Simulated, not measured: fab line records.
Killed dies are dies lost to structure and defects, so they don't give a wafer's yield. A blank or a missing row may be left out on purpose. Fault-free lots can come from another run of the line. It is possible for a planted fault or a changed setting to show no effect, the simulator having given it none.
fab line records	flow n5_finfet	part 1 of 2: steps 1 to 3 of 6
record lots=24	wafers=72	last_day=17
route steps=1938 shown BEOL_M2@857
lots untouched by any fault: they come from a run of this same line in which no faults occurred
start_h: start of the lot's first displayed wafer, in hours after the record's first day	wait_h: time in hours since the lot's previous step	" unchanged from the row above	L1.1+2: several wafers, shown together as one row	- either no value or no given start	* or withheld: withheld	< > ~ a bound
route shown NAME@n: NAME is a module with steps in the file, n the number in the route of the first one	usual: average and standard deviation across the fault-free wafers	same: alike in all rows	chamber/n: place in a boat	sites: the reading at each site	_std_site: the standard deviation of these	_edge_site: inner sites' mean taken away from outer sites' mean	radius_mm: how far each site lies from the wafer's centre	mask NAME#n: copy n	behind: the most recent tool/chamber to have shaped the wafer	hold: why the lot went on hold/how many hours it stayed there/how the hold came to an end	device: the transistor (n, p or np) that didn't switch	end of line: the tests these same wafers got at the end of their route	for a step that has no rows: nothing shown but its recipe	killed: count of dies lost to structure and defects at first sort (not the wafer's yield)	map: shows each die of a wafer: x if killed, . if not, _ if none is there
set.NAME: the setting as run; set.NAME@STEP: as run at that earlier step	model.NAME: the simulator's own value behind a step, which no gauge read
route steps across a sampled set of lots; one table per step, one row per wafer
services: from which hour (start_h, from the record's first day; less than 0 if before it) a tool's chamber was out of use, for how many hours, and why
## steps
# step N5_BEOL_M2_DESCUM_16
# recipe chemistry=O2	time_s=7	source_power_w=50	bias_power_w=20	pressure_mtorr=20	rf_frequency_hz=2.712e+07	temp_c=40	resist=CAR-EUV	o2_flow_sccm=225
# usual bias_power_w=20.00/0.059	drypump_motor_current_A=5.5/0.37	oes_product_au=0.79/0.092	rf_vpp_V=243.0/1.5	showerhead_plenum_p_Torr=2.08/0.086	throttle_valve_pct=20.39/0.29
lot.wafer	tool	chamber	start_h	wait_h	bias_power_w	drypump_motor_current_A	oes_product_au	rf_hours_counter_h	rf_vpp_V	showerhead_plenum_p_Torr	throttle_valve_pct
L076.3	rie_diel-01	2	139.98	0.3	20.01	5.4	0.86	54	243.8	2.17	20.64
L076.5	"	0	"	"	20.11	6.0	0.95	-	242.4	2.02	20.01
L076.6	"	1	"	"	20.17	5.2	0.78	-	242.2	2.07	20.38
L074.2	rie_diel-05	1	144.94	0.0	20.12	5.6	0.82	61	241.5	2.04	20.17
L074.4	"	2	"	"	20.02	5.7	0.79	134	241.5	1.94	20.93
L074.5	"	0	"	"	19.90	4.9	0.73	-	241.5	1.97	20.36
L075.1	rie_diel-04	3	145.05	0.0	20.03	5.0	0.66	245	243.4	2.16	20.45
L075.2	"	0	"	"	20.00	6.1	0.67	250	244.4	2.14	20.41
L075.5	"	0	"	"	19.96	6.0	0.67	-	244.3	2.14	20.41
L077.2	rie_diel-04	2	153.07	0.0	20.02	5.7	0.71	225	243.7	2.13	20.61
L077.3	"	3	"	"	20.02	5.0	0.66	249	243.6	2.15	20.45
L077.4	"	1	"	"	19.96	5.6	0.70	-	240.5	1.95	20.32
L078.2	rie_diel-04	1	158.76	0.3	19.96	5.6	0.71	232	239.2	1.95	20.33
L078.3	"	3	"	"	19.90	5.1	0.67	252	245.3	2.15	20.45
L078.4	"	3	"	"	20.07	5.1	0.66	-	243.5	2.15	20.45
L079.2	rie_diel-04	3	159.48	0.2	19.99	5.0	0.67	252	243.6	2.15	20.46
L079.3	"	1	"	"	20.02	5.6	0.71	232	242.1	1.95	20.31
L079.6	"	1	"	"	20.02	5.6	0.70	-	241.1	1.95	20.32
L080.3	rie_diel-01	2	171.20	0.2	19.89	5.4	0.85	66	242.3	2.16	20.66
L080.4	"	0	"	"	19.94	6.0	0.93	34	242.1	2.02	20.00
L080.6	"	3	"	"	20.00	5.9	0.71	-	244.2	2.19	20.72
L081.3	rie_diel-05	1	177.22	0.0	20.07	5.6	0.79	71	243.5	2.03	20.19
L081.4	"	0	"	"	20.05	4.9	0.71	193	242.0	1.96	20.38
L081.6	"	2	"	"	19.88	5.7	0.77	-	240.0	1.94	20.96
L082.1	rie_diel-01	3	179.04	0.0	19.96	5.9	0.70	204	244.8	2.19	20.74
L082.2	"	2	"	"	20.03	5.4	0.83	69	244.6	2.16	20.66
L082.3	"	1	"	"	20.00	5.2	0.76	151	243.3	2.07	20.40
L083.2	rie_diel-05	2	183.65	0.0	20.03	5.7	0.77	148	240.0	1.93	20.95
L083.5	"	1	"	"	20.08	5.6	0.78	-	242.4	2.03	20.19
L083.6	"	2	"	"	20.02	5.7	0.77	-	241.0	1.93	20.95
L084.2	rie_diel-04	0	191.72	0.0	20.09	6.0	0.92	15	244.3	2.14	20.13
L084.3	"	3	"	"	19.93	5.1	0.96	1	244.7	2.15	19.88
L084.4	"	2	"	"	19.98	5.7	0.70	243	244.7	2.13	20.61
L085.1	rie_diel-01	1	203.27	0.1	20.04	5.2	0.76	162	243.4	2.06	20.42
L085.4	"	0	"	"	20.01	6.0	0.90	-	241.5	2.02	20.02
L085.5	"	2	"	"	20.03	5.4	0.82	-	243.1	2.16	20.67
L086.1	rie_diel-04	3	211.39	0.2	19.96	5.1	0.90	10	244.6	2.15	19.91
L086.2	"	2	"	"	20.10	5.6	0.68	253	243.3	2.12	20.65
L086.6	"	0	"	"	20.10	6.0	0.89	-	242.6	2.13	20.13
L088.2	rie_diel-04	1	218.86	0.1	20.00	5.6	1.01	4	246.4	2.21	20.04
L088.5	"	1	"	"	20.04	5.6	1.00	-	245.1	2.21	20.03
L088.6	"	3	"	"	19.96	5.1	0.90	-	245.0	2.15	19.89
L087.1	rie_diel-05	1	223.02	0.0	19.97	5.6	0.78	87	242.3	2.03	20.21
L087.2	"	3	"	"	20.03	5.0	0.69	233	243.3	2.15	20.47
L087.4	"	0	"	"	19.93	4.9	0.70	210	241.3	1.96	20.39
L089.1	rie_diel-05	3	232.78	0.0	19.88	5.0	0.69	237	243.2	2.15	20.48
L089.4	"	1	"	"	20.04	5.6	0.78	90	240.9	2.03	20.23
L089.6	"	3	"	"	19.91	5.0	0.69	-	244.2	2.15	20.46
L090.1	rie_diel-01	0	239.48	0.0	19.94	6.0	0.88	62	241.3	2.01	20.06
L090.3	"	3	"	"	20.09	5.9	0.70	220	244.1	2.19	20.75
L090.5	"	0	"	"	19.95	6.0	0.88	-	241.9	2.01	20.05
L091.2	rie_diel-01	2	239.71	0.1	19.97	5.4	0.80	93	243.1	2.15	20.70
L091.4	"	0	"	"	20.08	6.0	0.88	62	240.3	2.01	20.05
L091.6	"	1	"	"	19.91	5.2	0.74	-	242.5	2.06	20.45
L092.2	rie_diel-05	3	249.23	0.3	19.97	5.0	0.69	242	242.0	2.14	20.49
L092.4	"	1	"	"	20.02	5.6	0.77	-	242.0	2.02	20.23
L092.6	"	3	"	"	19.90	5.0	0.69	-	245.3	2.14	20.47
L094.1	rie_diel-04	0	249.79	0.0	20.02	6.0	0.87	38	243.3	2.13	20.14
L094.5	"	2	"	"	19.96	5.7	0.93	-	243.5	2.12	20.42
L094.6	"	3	"	"	20.02	5.1	0.86	-	243.7	2.14	19.92
L093.2	rie_diel-04	3	252.07	0.0	20.03	5.1	0.87	27	243.6	2.14	19.93
L093.3	"	0	"	"	20.05	6.0	0.87	38	244.1	2.13	20.18
L093.5	"	0	"	"	20.11	6.0	0.86	-	244.3	2.13	20.17
L095.1	rie_diel-01	1	255.34	0.0	20.01	5.2	0.74	180	242.2	2.06	20.44
L095.2	"	2	"	"	19.96	5.4	0.80	98	243.7	2.15	20.70
L095.5	"	2	"	"	19.96	5.4	0.80	-	244.8	2.15	20.71
L096.2	rie_diel-05	1	265.54	0.0	20.05	5.6	0.75	103	241.5	2.02	20.24
L096.4	"	3	"	"	19.96	5.0	0.68	250	244.5	2.14	20.49
L096.6	"	2	"	"	19.97	5.7	0.74	-	240.9	1.93	20.99
L097.3	rie_diel-04	0	274.58	0.8	19.90	6.0	0.85	47	244.4	2.12	20.17
L097.5	"	0	"	"	19.97	6.0	0.85	-	243.9	2.12	20.19
L097.6	"	1	"	"	19.99	5.6	0.94	-	244.1	2.20	20.07
# step N5_BEOL_M2_HM_OPEN_17
# recipe chemistry=Cl2/BCl3	target_depth_a=200	overetch_a=60	target=TiN	mask_material=SOC	ion_energy_ev=150	pressure_mtorr=10	icp_w=1000	bias_w=126	Cl2_flow_sccm=53.25	bcl3_flow_sccm=21.75	Ar_flow_sccm=25
# usual bcl3_flow_sccm=21.75/0.071	drypump_motor_current_A=5.8/0.44	mfc_ar_sccm=24.99/0.078	mfc_cl2_sccm=53.24/0.15	oes_product_au=0.65/0.058	throttle_valve_pct=22.34/0.19
lot.wafer	tool	chamber	start_h	wait_h	bcl3_flow_sccm	drypump_motor_current_A	mfc_ar_sccm	mfc_cl2_sccm	oes_product_au	rf_hours_counter_h	throttle_valve_pct
L076.3	rie_metal-01	1	140.26	0.1	21.76	4.9	24.95	53.28	0.69	-	21.98
L076.5	"	0	"	"	21.78	5.6	24.93	53.34	0.65	-	22.26
L076.6	"	1	"	"	21.76	4.9	24.92	52.97	0.69	-	21.97
L074.2	rie_metal-01	0	145.19	0.0	21.77	5.6	25.12	53.41	0.65	47	22.28
L074.4	"	0	"	"	21.82	5.6	25.01	53.43	0.65	-	22.27
L074.5	"	1	"	"	21.75	4.9	24.86	53.08	0.69	-	21.97
L075.1	rie_metal-02	0	145.30	0.0	21.59	6.0	25.04	53.10	0.61	71	22.56
L075.2	"	1	"	"	21.69	6.3	24.96	53.18	0.68	24	22.43
L075.5	"	0	"	"	21.67	6.0	25.07	53.25	0.62	-	22.55
L077.2	rie_metal-03	1	153.32	0.0	21.67	6.0	24.85	53.23	0.55	100	22.20
L077.3	"	0	"	"	21.76	5.7	24.98	52.98	0.77	-	22.33
L077.4	"	1	"	"	21.66	6.1	24.89	53.19	0.55	-	22.21
L078.2	rie_metal-02	0	159.01	0.0	21.65	5.9	24.87	53.20	0.62	72	22.54
L078.3	"	0	"	"	21.75	5.9	24.99	53.31	0.61	-	22.56
L078.4	"	1	"	"	21.81	6.3	24.93	53.43	0.70	-	22.41
L079.2	rie_metal-02	1	159.73	0.0	21.68	6.3	25.04	53.19	0.69	25	22.42
L079.3	"	0	"	"	21.78	5.9	25.13	53.09	0.61	-	22.55
L079.6	"	1	"	"	21.68	6.3	25.02	53.00	0.67	-	22.46
L080.3	rie_metal-01	1	171.49	0.1	21.84	4.9	25.01	53.28	0.69	-	21.96
L080.4	"	0	"	"	21.81	5.6	24.99	53.38	0.65	-	22.27
L080.6	"	1	"	"	21.87	4.9	24.98	53.52	0.70	-	21.97
L081.3	rie_metal-03	0	177.50	0.1	21.73	5.8	24.99	53.31	0.76	-	22.31
L081.4	"	1	"	"	21.58	6.1	25.00	53.19	0.55	-	22.19
L081.6	"	1	"	"	21.81	6.1	24.95	53.37	0.55	-	22.19
L082.1	rie_metal-02	0	179.29	0.0	21.85	5.9	25.04	53.58	0.61	74	22.56
L082.2	"	1	"	"	21.69	6.3	25.05	53.19	0.68	27	22.43
L082.3	"	1	"	"	21.73	6.3	24.92	53.26	0.69	-	22.42
L083.2	rie_metal-02	1	183.91	0.0	21.75	6.3	24.98	53.38	0.68	28	22.43
L083.5	"	1	"	"	21.83	6.3	25.03	53.01	0.69	-	22.41
L083.6	"	0	"	"	21.79	5.9	25.06	53.25	0.61	-	22.57
L084.2	rie_metal-01	0	191.98	0.0	21.68	5.6	24.96	53.11	0.64	50	22.27
L084.3	"	0	"	"	21.75	5.6	25.14	53.44	0.64	-	22.28
L084.4	"	1	"	"	21.76	4.9	24.91	53.44	0.69	-	21.98
L085.1	rie_metal-03	1	203.53	0.0	21.77	6.1	25.06	53.24	0.55	105	22.20
L085.4	"	0	"	"	21.85	5.8	24.83	53.29	0.75	-	22.35
L085.5	"	0	"	"	21.89	5.8	24.95	53.31	0.74	-	22.35
L086.1	rie_metal-01	1	211.64	0.0	21.65	4.9	24.98	53.46	0.68	35	21.96
L086.2	"	0	"	"	21.68	5.6	25.05	53.25	0.64	51	22.30
L086.6	"	0	"	"	21.77	5.6	24.96	53.08	0.64	-	22.28
L088.2	rie_metal-01	1	219.11	0.0	21.84	4.9	25.11	53.14	0.67	36	21.99
L088.5	"	0	"	"	21.80	5.6	24.89	53.46	0.64	-	22.27
L088.6	"	1	"	"	21.77	4.9	24.99	53.19	0.66	-	21.99
L087.1	rie_metal-02	0	223.34	0.1	21.72	5.9	24.97	53.25	0.60	79	22.55
L087.2	"	1	"	"	21.79	6.3	24.97	53.25	0.66	32	22.45
L087.4	"	0	"	"	21.77	6.0	24.85	52.99	0.60	-	22.58
L089.1	rie_metal-03	0	233.03	0.0	21.73	5.8	25.06	53.08	0.73	14	22.34
L089.4	"	1	"	"	21.70	6.0	25.01	53.29	0.54	-	22.23
L089.6	"	0	"	"	21.78	5.8	25.11	53.07	0.75	-	22.31
L090.1	rie_metal-02	0	239.74	0.0	21.72	6.0	24.96	53.19	0.61	80	22.56
L090.3	"	0	"	"	21.69	6.0	25.04	53.06	0.61	-	22.56
L090.5	"	0	"	"	21.71	5.9	24.99	53.36	0.61	-	22.59
L091.2	rie_metal-03	1	239.97	0.0	21.78	6.1	24.91	53.03	0.54	109	22.24
L091.4	"	0	"	"	21.75	5.8	24.99	53.07	0.73	-	22.36
L091.6	"	1	"	"	21.72	6.1	24.94	52.95	0.54	-	22.23
L092.2	rie_metal-03	0	249.49	0.0	21.80	5.8	25.00	53.09	0.73	16	22.34
L092.4	"	0	"	"	21.76	5.8	24.87	53.06	0.73	-	22.32
L092.6	"	1	"	"	21.76	6.1	25.03	53.32	0.54	-	22.21
L094.1	rie_metal-02	1	250.04	0.0	21.71	6.3	24.99	53.47	0.67	34	22.46
L094.5	"	1	"	"	21.69	6.3	25.15	53.33	0.66	-	22.46
L094.6	"	0	"	"	21.88	5.9	25.12	53.32	0.59	-	22.59
L093.2	rie_metal-02	1	252.32	0.0	21.62	6.2	24.92	53.14	0.66	34	22.47
L093.3	"	0	"	"	21.65	5.9	24.97	53.28	0.60	-	22.57
L093.5	"	1	"	"	21.59	6.3	24.90	53.29	0.66	-	22.46
L095.1	rie_metal-02	0	255.62	0.0	21.87	6.0	24.97	53.14	0.59	81	22.59
L095.2	"	1	"	"	21.81	6.2	25.10	53.23	0.67	34	22.44
L095.5	"	1	"	"	21.70	6.2	24.91	53.18	0.66	-	22.46
L096.2	rie_metal-02	1	265.80	0.0	21.78	6.3	25.03	53.17	0.66	35	22.44
L096.4	"	1	"	"	21.78	6.3	24.93	53.30	0.66	-	22.46
L096.6	"	0	"	"	21.68	5.9	24.88	53.15	0.60	-	22.59
L097.3	rie_metal-01	0	274.87	0.1	21.75	5.6	24.85	53.06	0.63	-	22.31
L097.5	"	0	"	"	21.69	5.6	25.01	53.23	0.64	-	22.28
L097.6	"	1	"	"	21.74	4.9	24.96	53.31	0.66	-	22.00
# step N5_BEOL_M2_ALD_98
# recipe material=SiO2	target_thk_a=25	temp_c=100	ald_precursor_family=BDEAS	ald_co_reactant=O2-plasma	pulse_time_s=1	co_reactant_pulse_time_s=1	purge_time_s=2	co_reactant_purge_time_s=2	ald_cycles=17	pressure_torr=2
# usual heater_power_w=81/8	precursor_pulse_height_rel=0.999/0.021
lot.wafer	tool	chamber	start_h	wait_h	heater_power_w	precursor_pulse_height_rel
L076.3	ald_sin-04	3	141.15	0.1	85	0.994
L076.5	"	3	"	"	88	1.019
L076.6	"	2	"	"	85	1.000
L074.2	ald_sin-04	0	146.18	0.2	97	1.021
L074.4	"	2	"	"	88	0.992
L074.5	"	1	"	"	74	1.051
L075.1	ald_sin-04	3	146.27	0.1	90	1.012
L075.2	"	0	"	"	95	0.973
L075.5	"	2	"	"	87	1.045
L077.2	ald_sin-03	1	154.43	0.4	79	1.003
L077.3	"	0	"	"	78	0.999
L077.4	"	2	"	"	80	1.017
L078.2	ald_sin-03	1	160.17	0.1	76	0.999
L078.3	"	2	"	"	81	0.982
L078.4	"	3	"	"	75	0.983
L079.2	ald_sin-01	0	160.57	0.1	102	0.947
L079.3	"	1	"	"	78	1.024
L079.6	"	0	"	"	102	1.029
L080.3	ald_sin-01	1	172.22	0.1	76	1.010
L080.4	"	2	"	"	73	0.980
L080.6	"	1	"	"	78	0.979
L081.3	ald_sin-03	0	178.24	0.1	79	0.987
L081.4	"	1	"	"	75	1.032
L081.6	"	2	"	"	81	1.004
L082.1	ald_sin-01	2	180.06	0.1	69	1.034
L082.2	"	1	"	"	78	1.001
L082.3	"	0	"	"	103	1.005
L083.2	ald_sin-03	1	185.16	0.4	77	0.986
L083.5	"	3	"	"	75	1.011
L083.6	"	2	"	"	81	0.980
L084.2	ald_sin-03	1	192.86	0.1	78	1.014
L084.3	"	3	"	"	72	0.989
L084.4	"	0	"	"	77	0.977
L085.1	ald_sin-04	1	204.30	0.1	80	1.017
L085.4	"	2	"	"	81	1.021
L085.5	"	2	"	"	81	0.974
L086.1	ald_sin-04	1	212.41	0.1	77	0.999
L086.2	"	0	"	"	92	0.963
L086.6	"	2	"	"	80	0.990
L088.2	ald_sin-04	0	220.01	0.1	93	0.992
L088.5	"	0	"	"	94	0.999
L088.6	"	3	"	"	86	1.026
L087.1	ald_sin-03	2	224.09	0.1	80	0.990
L087.2	"	3	"	"	73	1.005
L087.4	"	0	"	"	78	1.010
L089.1	ald_sin-03	1	233.98	0.1	77	1.015
L089.4	"	2	"	"	81	1.038
L089.6	"	2	"	"	82	1.008
L090.1	ald_sin-01	1	240.59	0.1	77	0.977
L090.3	"	0	"	"	103	1.007
L090.5	"	1	"	"	75	0.995
L091.2	ald_sin-01	2	240.98	0.1	72	1.001
L091.4	"	1	"	"	77	0.980
L091.6	"	2	"	"	71	1.001
L092.2	ald_sin-04	2	250.25	0.1	79	1.002
L092.4	"	1	"	"	81	1.001
L092.6	"	1	"	"	79	0.995
L094.1	ald_sin-04	0	250.80	0.1	96	1.027
L094.5	"	1	"	"	79	0.990
L094.6	"	2	"	"	82	1.008
L093.2	ald_sin-03	0	253.07	0.1	77	0.997
L093.3	"	3	"	"	74	1.001
L093.5	"	3	"	"	76	0.988
L095.1	ald_sin-03	0	256.45	0.1	80	0.967
L095.2	"	3	"	"	77	0.998
L095.5	"	3	"	"	75	1.059
L096.2	ald_sin-03	1	266.68	0.1	76	0.969
L096.4	"	2	"	"	79	0.967
L096.6	"	2	"	"	81	0.997
L097.3	ald_sin-03	1	276.32	0.1	76	1.005
L097.5	"	1	"	"	76	0.980
L097.6	"	2	"	"	82	1.021
